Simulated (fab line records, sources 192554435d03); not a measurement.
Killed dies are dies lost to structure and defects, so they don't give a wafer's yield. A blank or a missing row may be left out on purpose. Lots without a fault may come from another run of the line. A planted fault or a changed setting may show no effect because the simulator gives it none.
Chamber matching | flow n5_finfet | N5_BEOL_M6_CURE_74 on uv_cure-02: 3 sister chambers
The step cures SiCOH lowk, time 240 s. 6 wafers are shown with their chamber, then 6 later ones without.

WAFERS WITH THEIR CHAMBER
wafer  | chamber | wafer_temp_C_max | lamp_power_pct (%)
L958.4 | 1       | 388.3            | 52.34
L958.5 | 1       | 386.9            | 52.27
L961.4 | 0       | 386.7            | 52.30
L961.5 | 0       | 386.5            | 52.36
L965.1 | 2       | 387.0            | 52.31
L965.2 | 2       | 386.6            | 52.33

WAFERS WITHOUT THEIR CHAMBER
wafer  | wafer_temp_C_max | lamp_power_pct (%)
L965.4 | 387.7            | 52.25
L966.3 | 387.9            | 52.26
L966.5 | 387.5            | 52.39
L970.2 | 386.3            | 52.36
L970.4 | 386.9            | 52.20
L970.6 | 386.7            | 52.35

WHICH CHAMBER EACH WENT THROUGH
wafer  | from the rows above          | in truth
L965.4 | can't be placed: 1 or 2 or 0 | 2
L966.3 | can't be placed: 1 or 2 or 0 | 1
L966.5 | can't be placed: 2 or 0 or 1 | 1
L970.2 | can't be placed: 0 or 2 or 1 | 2
L970.4 | can't be placed: 1 or 2 or 0 | 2
L970.6 | can't be placed: 0 or 2 or 1 | 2
Placed correctly: 0 of 6. Can't be placed from these rows: 6 (the true chamber is among the candidates in 6). Placed wrongly: 0.
How it was worked out, from the rows above alone: a wafer's distance from a chamber is the root of the sum, over the readings, of the square of ((its reading less the chamber's mean) divided by the reading's scatter). The wafer belongs to the nearest chamber; if the next one is less than 2 further off, it can't be placed. A chamber's mean is the mean of its shown wafers. The scatter: the root of (the sum of the squares of (reading less its chamber's mean) over the shown wafers, divided by (wafers less chambers)).
